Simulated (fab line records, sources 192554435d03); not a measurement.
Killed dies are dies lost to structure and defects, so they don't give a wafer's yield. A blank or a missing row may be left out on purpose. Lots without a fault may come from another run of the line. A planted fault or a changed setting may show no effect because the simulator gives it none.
fab line records | flow n5_finfet
record lots=24 wafers=72 last_day=19
route steps=1938 shown BEOL_M11@1569 BEOL_M12@1602
lots that met no fault: from a run of the same line without faults
start_h: hours from the record's first day to the start of the lot's first wafer shown | wait_h: hours since the lot's step before | " the same as in the row above | L1.1+2: a row that stands for several wafers | - no value, or no start given | * or withheld: withheld | < > ~ a bound
route shown NAME@n: a module of which the file shows steps, and the number in the route of the first | usual: mean/standard deviation of fault-free wafers | same: alike in all rows | chamber/n: place in a boat | sites: the reading at each site | _std_site: their standard deviation | _edge_site: outer sites' mean less inner sites' | radius_mm: how far each site lies from the wafer's centre | mask NAME#n: copy n | behind: the tool/chamber that last shaped the wafer | hold: why the lot was held/for how many hours/how that ended | device: the transistor (n, p or np) that didn't switch | end of line: the same wafers' tests at the end of the route | a step without rows: its recipe alone | killed: dies lost to structure and defects at the first sort, not the wafer's yield | map: a wafer's dies, x killed, . not, _ none there
set.NAME: the setting as run; set.NAME@STEP: as run at that earlier step | model.NAME: the simulator's own value behind a step, which no gauge read
steps of the route over a sample of lots; a table a step, a row a wafer
services: from which hour (start_h, from the record's first day; less than 0 if before it) a tool's chamber was out of use, for how many hours, and why
## steps
# step N5_BEOL_M11_OVL_MEAS_29
# recipe points_per_wafer=44
# usual V10_OVL=-0.1/0.75
# columns lot.wafer tool chamber start_h wait_h V10_OVL[nm]
L074.1 overlay-02 0 225.75 0.0 -0.3
L074.3 " 0 " " -0.4
L074.5 " 0 " " 0.5
L076.1 overlay-02 0 247.00 0.0 0.3
L076.4 " 0 " " 0.1
L076.6 " 0 " " -0.4
L077.1 overlay-01 0 247.17 0.0 -0.9
L077.4 " 0 " " -0.1
L077.6 " 0 " " -1.5
L075.2 overlay-02 0 256.96 0.0 0.0
L075.4 " 0 " " 0.5
L075.6 " 0 " " 0.0
L078.2 overlay-01 0 264.88 0.0 -0.3
L078.4 " 0 " " 0.5
L078.6 " 0 " " -0.6
L080.1 overlay-01 0 285.62 0.0 -0.4
L080.3 " 0 " " -0.2
L080.5 " 0 " " 0.1
L082.1 overlay-01 0 292.48 0.0 -0.1
L082.4 " 0 " " -0.7
L082.5 " 0 " " 0.4
L079.2 overlay-01 0 292.52 0.0 1.1
L079.3 " 0 " " 0.4
L079.5 " 0 " " -0.4
L081.1 overlay-02 0 292.57 0.0 0.5
L081.2 " 0 " " -0.8
L081.6 " 0 " " 0.1
L083.2 overlay-02 0 294.78 0.0 1.6
L083.4 " 0 " " 0.8
L083.6 " 0 " " 1.6
L085.2 overlay-01 0 315.75 0.0 0.6
L085.5 " 0 " " 0.2
L085.6 " 0 " " 0.3
L084.2 overlay-02 0 318.59 0.0 0.1
L084.5 " 0 " " -1.0
L084.6 " 0 " " -0.1
L087.2 overlay-02 0 323.15 0.0 -0.9
L087.3 " 0 " " -0.7
L087.6 " 0 " " -0.3
L088.2 overlay-01 0 323.32 0.0 0.5
L088.3 " 0 " " 1.2
L088.4 " 0 " " 0.8
L086.1 overlay-02 0 326.67 0.0 0.5
L086.3 " 0 " " 1.0
L086.5 " 0 " " -0.1
L089.1 overlay-01 0 326.84 0.0 -0.3
L089.4 " 0 " " 0.5
L089.6 " 0 " " 0.7
L090.3 overlay-01 0 332.78 0.0 -0.3
L090.4 " 0 " " -0.8
L090.6 " 0 " " 0.1
L091.2 overlay-02 0 341.32 0.0 0.4
L091.5 " 0 " " 0.3
L091.6 " 0 " " 0.5
L092.3 overlay-01 0 349.13 0.0 -1.0
L092.5 " 0 " " -1.4
L092.6 " 0 " " -1.9
L093.2 overlay-01 0 364.42 0.0 0.2
L093.3 " 0 " " -0.8
L093.4 " 0 " " -0.5
L095.2 overlay-02 0 376.28 0.0 0.0
L095.5 " 0 " " -1.0
L095.6 " 0 " " 1.0
L094.3 overlay-01 0 381.54 0.0 0.5
L094.5 " 0 " " 1.3
L094.6 " 0 " " 0.3
L096.1 overlay-02 0 384.81 0.0 -0.7
L096.2 " 0 " " -1.2
L096.5 " 0 " " 0.7
L097.3 overlay-01 0 401.32 0.0 -0.5
L097.4 " 0 " " -1.3
L097.5 " 0 " " -0.5
# step N5_BEOL_M12_ILD_DEP_00
# recipe material=SiOC target_thk_a=6589.2 temp_c=350 precursor=DEMS/O2 pressure_torr=5 rf_w=500 time_s=130.7
# usual chamber_pressure_Torr=5.001/0.011 heater_power_w=459/42 showerhead_plenum_p_Torr=5.694/0.013 susceptor_temp_C=350.03/0.21 throttle_valve_pct=11.7/0.57
# columns lot.wafer tool chamber start_h wait_h chamber_pressure_Torr heater_power_w showerhead_plenum_p_Torr susceptor_temp_C throttle_valve_pct
L074.1 pecvd-03 1 230.73 0.0 5.004 464 5.709 350.08 11.7
L074.3 " 2 " " 5.007 469 5.701 349.81 11.0
L074.5 " 1 " " 5.003 372 5.711 349.84 11.3
L076.1 pecvd-01 0 251.52 0.0 5.003 554 5.715 350.38 12.4
L076.4 " 2 " " 4.991 454 5.708 350.27 11.4
L076.6 " 1 " " 4.994 485 5.685 350.10 13.1
L077.1 pecvd-02 0 251.67 0.0 5.016 477 5.684 350.18 11.6
L077.4 " 0 " " 5.000 501 5.691 350.54 11.5
L077.6 " 1 " " 5.002 517 5.688 349.99 11.7
L075.2 pecvd-02 1 260.40 0.0 5.009 439 5.697 349.94 11.7
L075.4 " 1 " " 4.996 473 5.667 349.82 11.5
L075.6 " 2 " " 4.999 489 5.692 349.48 11.0
L078.2 pecvd-02 1 269.53 0.0 4.996 494 5.691 349.68 11.6
L078.4 " 0 " " 4.981 401 5.701 350.03 11.9
L078.6 " 1 " " 4.995 499 5.665 349.92 11.3
L080.1 pecvd-03 0 288.93 0.0 4.993 515 5.685 350.14 12.2
L080.3 " 2 " " 4.985 413 5.706 350.14 10.8
L080.5 " 2 " " 4.992 454 5.696 349.79 11.0
L082.1 pecvd-03 2 295.52 0.0 5.014 492 5.711 349.77 11.0
L082.4 " 2 " " 4.994 405 5.696 349.91 11.3
L082.5 " 0 " " 5.020 474 5.678 349.64 12.2
L079.2 pecvd-02 2 296.76 0.0 5.001 464 5.699 349.82 11.1
L079.3 " 0 " " 5.009 388 5.693 349.73 11.7
L079.5 " 0 " " 5.005 433 5.681 350.16 11.7
L081.1 pecvd-02 2 298.05 0.0 5.013 404 5.687 349.97 11.1
L081.2 " 0 " " 5.014 421 5.673 350.09 11.8
L081.6 " 0 " " 5.009 458 5.688 350.02 11.5
L083.2 pecvd-02 2 298.83 0.0 5.002 466 5.700 350.09 11.1
L083.4 " 0 " " 5.005 430 5.687 350.24 11.7
L083.6 " 0 " " 5.005 477 5.685 349.92 11.5
L085.2 pecvd-02 2 320.07 0.0 5.006 497 5.684 350.05 11.5
L085.5 " 2 " " 5.011 503 5.695 349.75 11.0
L085.6 " 0 " " 4.993 402 5.694 350.30 11.5
L084.2 pecvd-01 2 321.60 0.0 5.010 476 5.700 349.83 11.4
L084.5 " 1 " " 4.997 480 5.686 350.16 13.0
L084.6 " 0 " " 5.006 560 5.702 349.96 12.5
L087.2 pecvd-02 0 326.34 0.0 5.002 419 5.685 349.58 11.9
L087.3 " 1 " " 5.035 507 5.683 350.09 11.3
L087.6 " 0 " " 5.015 447 5.687 349.87 11.8
L088.2 pecvd-03 0 326.61 0.0 4.993 489 5.691 350.40 12.5
L088.3 " 0 " " 5.009 504 5.674 350.54 12.4
L088.4 " 1 " " 5.001 434 5.719 350.22 11.6
L086.1 pecvd-03 0 329.61 0.0 5.013 487 5.695 349.97 12.5
L086.3 " 1 " " 5.015 427 5.729 349.86 11.5
L086.5 " 1 " " 5.011 458 5.700 349.84 11.6
L089.1 pecvd-02 0 330.08 0.0 5.007 464 5.674 350.03 11.5
L089.4 " 2 " " 5.001 455 5.700 350.63 11.0
L089.6 " 0 " " 5.005 488 5.685 349.95 11.7
L090.3 pecvd-03 2 336.19 0.0 5.009 493 5.706 349.64 11.4
L090.4 " 0 " " 5.012 494 5.677 350.19 12.3
L090.6 " 2 " " 4.999 498 5.689 349.72 11.3
L091.2 pecvd-01 1 344.70 0.0 4.997 482 5.686 350.03 13.0
L091.5 " 1 " " 5.007 390 5.682 350.31 13.1
L091.6 " 2 " " 4.995 440 5.698 349.92 11.5
L092.3 pecvd-02 2 352.88 0.0 5.008 405 5.709 350.46 11.2
L092.5 " 2 " " 4.997 426 5.709 349.91 11.3
L092.6 " 0 " " 4.977 476 5.693 350.25 11.8
L093.2 pecvd-01 0 367.39 0.0 5.018 530 5.705 350.13 12.2
L093.3 " 0 " " 5.003 564 5.704 350.15 12.1
L093.4 " 2 " " 5.000 384 5.721 350.05 11.4
L095.2 pecvd-01 1 383.59 0.0 5.000 444 5.692 350.13 13.0
L095.5 " 1 " " 4.988 480 5.683 349.71 13.3
L095.6 " 2 " " 4.999 433 5.703 349.90 11.5
L094.3 pecvd-02 0 384.46 0.1 5.010 495 5.667 350.21 11.9
L094.5 " 2 " " 5.014 429 5.688 350.23 11.1
L094.6 " 0 " " 5.027 400 5.690 349.90 11.6
L096.1 pecvd-01 2 389.68 0.0 4.998 474 5.686 349.77 11.5
L096.2 " 1 " " 4.992 455 5.706 350.15 13.1
L096.5 " 1 " " 4.983 480 5.698 350.33 13.2
L097.3 pecvd-03 1 404.87 0.1 4.987 403 5.713 349.98 11.5
L097.4 " 0 " " 4.999 493 5.692 349.93 12.3
L097.5 " 1 " " 5.004 419 5.702 350.03 11.3
# step N5_BEOL_M12_CD_MEAS_17
# recipe target_cd_nm=140 polarity=opening
# usual cd_nm=140.6/1.9
# columns lot.wafer tool chamber start_h wait_h cd_nm
L074.1 cd_sem-03 - 231.74 0.0 143.2
L074.3 " - " " 144.2
L074.5 " - " " 142.1
L076.1 cd_sem-01 - 252.70 0.0 141.4
L076.4 " - " " 139.9
L076.6 " - " " 138.3
L077.1 cd_sem-02 - 252.78 0.0 138.9
L077.4 " - " " 142.1
L077.6 " - " " 141.4
L075.2 cd_sem-03 - 261.54 0.0 142.0
L075.4 " - " " 138.6
L075.6 " - " " 136.8
L078.2 cd_sem-03 - 270.85 0.0 144.4
L078.4 " - " " 141.6
L078.6 " - " " 144.2
L080.1 cd_sem-02 - 289.94 0.0 143.0
L080.3 " - " " 139.9
L080.5 " - " " 142.2
L082.1 cd_sem-01 - 296.53 0.0 140.9
L082.4 " - " " 139.5
L082.5 " - " " 137.7
L079.2 cd_sem-03 - 297.82 0.0 142.0
L079.3 " - " " 136.4
L079.5 " - " " 139.8
L081.1 cd_sem-01 - 300.05 0.0 139.6
L081.2 " - " " 139.5
L081.6 " - " " 141.8
L083.2 cd_sem-03 - 300.17 0.0 142.2
L083.4 " - " " 140.9
L083.6 " - " " 137.7
L085.2 cd_sem-03 - 321.09 0.0 136.9
L085.5 " - " " 139.8
L085.6 " - " " 140.5
L084.2 cd_sem-03 - 323.08 0.0 141.6
L084.5 " - " " 142.4
L084.6 " - " " 141.8
L087.2 cd_sem-01 - 327.36 0.0 141.7
L087.3 " - " " 142.3
L087.6 " - " " 141.9
L088.2 cd_sem-01 - 327.97 0.0 141.1
L088.3 " - " " 141.0
L088.4 " - " " 139.3
L086.1 cd_sem-03 - 330.69 0.0 139.5
L086.3 " - " " 138.6
L086.5 " - " " 142.0
L089.1 cd_sem-02 - 331.23 0.0 140.7
L089.4 " - " " 141.8
L089.6 " - " " 137.1
L090.3 cd_sem-01 - 337.34 0.0 136.2
L090.4 " - " " 137.7
L090.6 " - " " 139.3
L091.2 cd_sem-02 - 345.84 0.0 138.2
L091.5 " - " " 138.9
L091.6 " - " " 138.7
L092.3 cd_sem-02 - 354.03 0.0 142.1
L092.5 " - " " 143.4
L092.6 " - " " 142.2
L093.2 cd_sem-03 - 369.19 0.0 143.3
L093.3 " - " " 141.7
L093.4 " - " " 143.0
L095.2 cd_sem-02 - 384.79 0.0 140.4
L095.5 " - " " 140.1
L095.6 " - " " 139.3
L094.3 cd_sem-02 - 385.70 0.0 138.8
L094.5 " - " " 141.5
L094.6 " - " " 142.6
L096.1 cd_sem-02 - 390.80 0.0 139.8
L096.2 " - " " 140.0
L096.5 " - " " 139.1
L097.3 cd_sem-03 - 406.01 0.0 139.5
L097.4 " - " " 142.4
L097.5 " - " " 144.0
# step N5_BEOL_M12_ETCH_38
# recipe chemistry=CF4/N2 target=SiCN target_depth_a=687 taper_deg=2 time_s=73.4 ion_energy_ev=150 mask_material=SiO2 pressure_mtorr=40 source_w=430 bias_w=70 Ar_flow_sccm=100 cf4_flow_sccm=60 n2_flow_sccm=60
# usual drypump_motor_current_A=5.5/0.34 oes_product_au=0.76/0.086 rf_vpp_V=382.0/1.6 showerhead_plenum_p_Torr=2.19/0.061 throttle_valve_pct=15.62/0.2
# columns lot.wafer tool chamber start_h wait_h drypump_motor_current_A oes_product_au rf_hours_counter_h rf_vpp_V showerhead_plenum_p_Torr throttle_valve_pct
L074.1 rie_diel-01 1 234.32 - 5.8 0.87 47 384.0 2.24 15.36
L074.3 " 2 " " 5.6 0.78 117 383.1 2.22 15.59
L074.5 " 3 " " 5.7 0.73 - 381.6 2.18 15.70
L076.1 rie_diel-02 3 254.31 - 5.1 0.72 208 383.7 2.28 15.94
L076.4 " 2 " " 5.3 0.70 225 379.0 2.09 15.98
L076.6 " 3 " " 5.1 0.72 - 383.5 2.28 15.92
L077.1 rie_diel-06 3 254.37 - 5.9 0.73 197 378.7 2.12 15.67
L077.4 " 1 " " 5.2 0.94 23 380.4 2.17 15.29
L077.6 " 0 " " 5.2 0.68 - 384.2 2.27 15.88
L075.2 rie_diel-06 0 263.84 - 5.2 0.68 237 382.2 2.26 15.89
L075.4 " 3 " " 5.9 0.73 200 380.7 2.12 15.66
L075.6 " 3 " " 5.9 0.74 - 380.3 2.12 15.66
L078.2 rie_diel-01 3 275.55 - 5.7 0.72 218 381.7 2.18 15.73
L078.4 " 0 " " 5.7 0.79 104 384.1 2.22 15.56
L078.6 " 2 " " 5.6 0.77 - 383.5 2.21 15.62
L080.1 rie_diel-01 1 292.51 - 5.7 0.84 66 381.3 2.23 15.40
L080.3 " 2 " " 5.6 0.76 137 382.8 2.21 15.61
L080.5 " 1 " " 5.8 0.84 - 383.0 2.23 15.39
L082.1 rie_diel-06 2 298.15 - 5.1 0.67 241 384.0 2.27 15.72
L082.4 " 0 " " 5.2 0.68 249 383.6 2.26 15.90
L082.5 " 0 " " 5.2 0.68 - 383.6 2.26 15.91
L079.2 rie_diel-02 0 299.02 - 6.1 0.73 196 379.3 2.11 15.49
L079.3 " 3 " " 5.1 0.70 221 383.2 2.28 15.95
L079.5 " 1 " " 5.2 0.73 - 383.2 2.20 15.54
L081.1 rie_diel-02 2 301.16 - 5.3 0.68 239 379.3 2.09 16.00
L081.2 " 3 " " 5.1 0.70 222 383.4 2.28 15.94
L081.6 " 1 " " 5.2 0.73 - 381.7 2.20 15.53
L083.2 rie_diel-06 0 301.82 - 5.2 0.67 251 383.4 2.26 15.92
L083.4 " 1 " " 5.2 0.91 41 380.6 2.17 15.34
L083.6 " 3 " " 5.9 0.72 - 378.1 2.11 15.69
L085.2 rie_diel-01 1 324.39 - 5.7 0.83 77 382.9 2.23 15.43
L085.5 " 2 " " 5.7 0.75 - 382.1 2.21 15.65
L085.6 " 1 " " 5.7 0.84 - 383.6 2.23 15.42
L084.2 rie_diel-06 2 324.61 - 5.1 0.66 248 383.8 2.27 15.72
L084.5 " 1 " " 5.2 0.89 - 381.4 2.17 15.33
L084.6 " 0 " " 5.2 0.67 - 381.3 2.26 15.93
L087.2 rie_diel-01 1 330.50 - 5.7 0.83 80 382.3 2.23 15.42
L087.3 " 3 " " 5.7 0.72 238 382.6 2.17 15.77
L087.6 " 2 " " 5.6 0.74 - 382.1 2.21 15.65
L088.2 rie_diel-06 1 333.66 - 5.2 0.90 52 381.4 2.16 15.32
L088.3 " 2 " " 5.1 0.66 - 383.6 2.27 15.74
L088.4 " 1 " " 5.2 0.88 - 381.6 2.16 15.33
L086.1 rie_diel-01 0 333.78 - 5.7 0.77 126 383.3 2.21 15.58
L086.3 " 1 " " 5.7 0.83 81 383.4 2.23 15.43
L086.5 " 1 " " 5.7 0.83 - 383.8 2.23 15.42
L089.1 rie_diel-02 2 333.97 - 5.3 0.68 249 379.6 2.09 16.04
L089.4 " 3 " " 5.1 0.70 236 383.6 2.27 15.98
L089.6 " 0 " " 6.2 0.72 - 380.3 2.10 15.52
L090.3 rie_diel-02 3 340.22 - 5.1 0.70 237 382.1 2.27 15.97
L090.4 " 1 " " 5.2 0.71 - 381.9 2.19 15.58
L090.6 " 0 " " 6.2 0.72 - 380.9 2.10 15.53
L091.2 rie_diel-06 3 347.21 - 5.9 0.70 231 380.4 2.11 15.73
L091.5 " 2 " " 5.1 0.66 - 383.1 2.26 15.75
L091.6 " 3 " " 5.9 0.70 - 379.7 2.11 15.73
L092.3 rie_diel-02 0 358.16 - 6.1 0.72 220 381.3 2.10 15.51
L092.5 " 3 " " 5.1 0.68 - 383.8 2.27 15.99
L092.6 " 0 " " 6.1 0.71 - 380.8 2.10 15.54
L093.2 rie_diel-01 0 370.60 - 5.7 0.76 140 381.4 2.21 15.61
L093.3 " 2 " " 5.7 0.74 164 383.5 2.20 15.68
L093.4 " 0 " " 5.7 0.75 - 381.2 2.21 15.62
L095.2 rie_diel-06 1 386.01 - 5.2 0.86 76 382.7 2.16 15.39
L095.5 " 3 " " 5.9 0.69 - 379.4 2.10 15.75
L095.6 " 1 " " 5.2 0.86 - 380.3 2.16 15.39
L094.3 rie_diel-06 3 388.25 - 5.9 0.68 250 379.9 2.10 15.76
L094.5 " 3 " " 5.9 0.69 - 379.3 2.10 15.78
L094.6 " 0 " " 5.2 0.94 - 382.7 2.25 15.39
L096.1 rie_diel-01 1 392.03 - 5.7 0.80 105 381.9 2.22 15.49
L096.2 " 3 " " 5.7 0.99 4 381.5 2.17 15.31
L096.5 " 3 " " 5.7 0.99 - 382.0 2.17 15.30
L097.3 rie_diel-02 2 407.36 - 5.3 0.92 19 385.3 2.35 15.59
L097.4 " 3 " " 5.1 0.96 - 383.5 2.26 15.48
L097.5 " 2 " " 5.3 0.92 - 386.7 2.35 15.58
# step N5_BEOL_M12_PRE_CLEAN_42
# recipe gas=H2/He time_s=30 temp_c=250
# usual heater_power_w=332/36 susceptor_temp_C=249.97/0.18
# columns lot.wafer tool chamber start_h wait_h heater_power_w susceptor_temp_C
L074.1 pvd_sputter-03 - 234.83 0.0 318 250.14
L074.3 " - " " 288 250.27
L074.5 " - " " 300 249.86
L076.1 pvd_sputter-03 - 254.67 0.0 292 249.81
L076.4 " - " " 298 250.04
L076.6 " - " " 316 250.13
L077.1 pvd_sputter-03 - 254.99 0.0 290 250.09
L077.4 " - " " 319 250.11
L077.6 " - " " 296 250.39
L075.2 pvd_sputter-01 - 264.36 0.0 376 249.89
L075.4 " - " " 379 249.98
L075.6 " - " " 374 249.83
L078.2 pvd_sputter-02 - 276.12 0.0 390 249.87
L078.4 " - " " 299 250.09
L078.6 " - " " 283 250.11
L080.1 pvd_sputter-01 - 292.89 0.0 384 249.85
L080.3 " - " " 304 250.15
L080.5 " - " " 326 249.81
L082.1 pvd_sputter-02 - 298.39 0.0 390 249.97
L082.4 " - " " 321 250.04
L082.5 " - " " 308 249.59
L079.2 pvd_sputter-02 - 299.26 0.0 387 249.98
L079.3 " - " " 326 250.19
L079.5 " - " " 333 250.46
L081.1 pvd_sputter-02 - 301.39 0.0 298 249.76
L081.2 " - " " 394 249.95
L081.6 " - " " 327 249.68
L083.2 pvd_sputter-02 - 302.06 0.0 334 250.16
L083.4 " - " " 293 249.78
L083.6 " - " " 295 249.99
L085.2 pvd_sputter-01 - 324.75 0.0 385 250.07
L085.5 " - " " 329 249.87
L085.6 " - " " 373 250.00
L084.2 pvd_sputter-01 - 325.15 0.0 367 249.63
L084.5 " - " " 380 249.65
L084.6 " - " " 322 250.14
L087.2 pvd_sputter-02 - 332.88 0.0 330 250.03
L087.3 " - " " 392 249.77
L087.6 " - " " 395 249.80
L088.2 pvd_sputter-02 - 334.02 0.0 322 249.64
L088.3 " - " " 288 249.93
L088.4 " - " " 300 249.93
L086.1 pvd_sputter-03 - 334.07 0.0 319 249.97
L086.3 " - " " 283 250.19
L086.5 " - " " 286 250.38
L089.1 pvd_sputter-01 - 335.55 0.0 379 250.10
L089.4 " - " " 373 249.94
L089.6 " - " " 336 249.96
L090.3 pvd_sputter-01 - 340.69 0.0 385 250.08
L090.4 " - " " 324 249.82
L090.6 " - " " 378 249.70
L091.2 pvd_sputter-02 - 347.81 0.0 283 250.08
L091.5 " - " " 330 249.98
L091.6 " - " " 284 250.01
L092.3 pvd_sputter-01 - 358.91 0.0 315 249.86
L092.5 " - " " 310 249.64
L092.6 " - " " 365 250.23
L093.2 pvd_sputter-01 - 371.15 0.0 374 249.82
L093.3 " - " " 319 249.89
L093.4 " - " " 323 249.99
L095.2 pvd_sputter-03 - 386.29 0.0 316 249.88
L095.5 " - " " 328 250.00
L095.6 " - " " 297 249.67
L094.3 pvd_sputter-03 - 388.79 0.0 292 249.87
L094.5 " - " " 298 249.92
L094.6 " - " " 291 249.81
L096.1 pvd_sputter-02 - 392.26 0.0 393 249.91
L096.2 " - " " 310 250.00
L096.5 " - " " 330 250.03
L097.3 pvd_sputter-01 - 407.81 0.0 376 249.94
L097.4 " - " " 324 249.63
L097.5 " - " " 323 249.75
# step N5_BEOL_M12_SPUTTER_43
# recipe material=TaN target_thk_a=150 temp_c=50 bias_v=168.6 power_w=15000 chamber_pressure_pa=0.12 time_s=24.19
# usual cathode_dc_power_W=15000/2.7 susceptor_temp_C=50.00/0.11 throttle_valve_pct=29.6/1.2
# columns lot.wafer tool chamber start_h wait_h cathode_dc_power_W susceptor_temp_C throttle_valve_pct
L074.1 pvd_sputter-03 - 234.87 0.0 14998 49.99 28.4
L074.3 " - " " 15001 49.92 30.1
L074.5 " - " " 14997 50.16 28.9
L076.1 pvd_sputter-03 - 254.71 0.0 15003 49.90 30.1
L076.4 " - " " 15003 49.99 29.0
L076.6 " - " " 15001 49.98 28.4
L077.1 pvd_sputter-03 - 255.03 0.0 14998 50.02 29.3
L077.4 " - " " 15002 50.07 31.3
L077.6 " - " " 15000 50.07 29.1
L075.2 pvd_sputter-01 - 264.40 0.0 15001 49.98 27.4
L075.4 " - " " 15000 50.07 30.5
L075.6 " - " " 15001 50.24 26.9
L078.2 pvd_sputter-02 - 276.16 0.0 14999 50.17 29.8
L078.4 " - " " 14997 49.85 31.5
L078.6 " - " " 14997 50.18 29.7
L080.1 pvd_sputter-01 - 292.93 0.0 14998 49.97 26.8
L080.3 " - " " 15000 49.83 30.1
L080.5 " - " " 14999 49.90 29.8
L082.1 pvd_sputter-02 - 298.43 0.0 14996 50.00 29.5
L082.4 " - " " 15004 50.03 29.7
L082.5 " - " " 15000 50.02 31.9
L079.2 pvd_sputter-02 - 299.30 0.0 15000 50.09 29.5
L079.3 " - " " 14995 50.00 29.5
L079.5 " - " " 15002 49.87 29.7
L081.1 pvd_sputter-02 - 301.43 0.0 15002 49.77 31.5
L081.2 " - " " 15003 49.87 29.5
L081.6 " - " " 14999 49.98 29.5
L083.2 pvd_sputter-02 - 302.10 0.0 15003 50.09 29.7
L083.4 " - " " 15000 50.08 29.4
L083.6 " - " " 15000 50.13 31.6
L085.2 pvd_sputter-01 - 324.79 0.0 14997 50.11 27.0
L085.5 " - " " 15004 50.10 30.1
L085.6 " - " " 15002 50.08 26.8
L084.2 pvd_sputter-01 - 325.19 0.0 15002 49.95 26.7
L084.5 " - " " 15004 49.69 27.1
L084.6 " - " " 14999 50.10 30.0
L087.2 pvd_sputter-02 - 332.92 0.0 15000 49.95 29.8
L087.3 " - " " 15003 50.13 29.4
L087.6 " - " " 15001 50.11 29.6
L088.2 pvd_sputter-02 - 334.06 0.0 15001 50.05 29.8
L088.3 " - " " 15003 50.18 29.1
L088.4 " - " " 14999 49.93 31.9
L086.1 pvd_sputter-03 - 334.11 0.0 14998 50.06 28.5
L086.3 " - " " 15002 49.95 30.1
L086.5 " - " " 14996 49.92 30.3
L089.1 pvd_sputter-01 - 335.59 0.0 15003 50.03 30.0
L089.4 " - " " 15002 50.02 26.9
L089.6 " - " " 15003 50.22 29.9
L090.3 pvd_sputter-01 - 340.73 0.0 14996 49.62 30.1
L090.4 " - " " 14999 49.95 30.3
L090.6 " - " " 15006 49.79 26.7
L091.2 pvd_sputter-02 - 347.85 0.0 15003 49.95 29.1
L091.5 " - " " 14999 50.07 29.7
L091.6 " - " " 15000 50.04 29.2
L092.3 pvd_sputter-01 - 358.95 0.0 14999 50.01 30.1
L092.5 " - " " 14996 50.00 29.9
L092.6 " - " " 14996 50.03 27.3
L093.2 pvd_sputter-01 - 371.19 0.0 14999 50.04 30.2
L093.3 " - " " 14998 49.98 30.1
L093.4 " - " " 15003 50.00 30.1
L095.2 pvd_sputter-03 - 386.33 0.0 15002 49.88 31.2
L095.5 " - " " 15000 50.10 28.1
L095.6 " - " " 14999 49.89 29.0
L094.3 pvd_sputter-03 - 388.83 0.0 14994 50.01 30.1
L094.5 " - " " 15001 50.01 29.3
L094.6 " - " " 14998 50.10 30.2
L096.1 pvd_sputter-02 - 392.30 0.0 15002 49.96 29.9
L096.2 " - " " 15002 50.09 31.7
L096.5 " - " " 15000 50.03 29.6
L097.3 pvd_sputter-01 - 407.85 0.0 14997 50.01 27.3
L097.4 " - " " 15002 50.16 30.0
L097.5 " - " " 15000 49.98 30.1
## services
# columns tool chamber start_h hours kind
rie_diel-06 2 229.79 1.7 repair
pecvd-03 - 270.84 0.9 repair
pecvd-02 1 295.21 5.2 repair
rie_diel-02 2 312.22 9.2 repair
rie_diel-06 0 324.90 17.4 repair
rie_diel-06 3 332.84 3.2 repair
rie_diel-06 0 342.34 - clean
rie_diel-06 0 342.34 - consumable_replace:focus_ring
rie_diel-06 0 342.34 26.0 scheduled_down
rie_diel-06 0 342.34 26.0 vent_cycle
pecvd-02 2 342.80 2.1 scheduled_down
rie_diel-06 2 368.43 - clean
rie_diel-06 2 368.43 - consumable_replace:focus_ring
rie_diel-02 1 370.46 5.3 repair
pecvd-02 1 377.29 5.5 scheduled_down
pecvd-02 1 383.66 - clean
pecvd-02 1 383.66 - consumable_replace:showerhead
pecvd-02 1 383.66 29.0 scheduled_down
pecvd-02 1 383.66 29.0 vent_cycle
pecvd-02 - 386.45 0.3 repair
pecvd-03 - 392.12 5.5 pm
rie_diel-02 1 395.15 19.8 repair
pecvd-03 2 400.30 5.6 repair
rie_diel-01 0 400.75 3.4 repair
## key
fault none
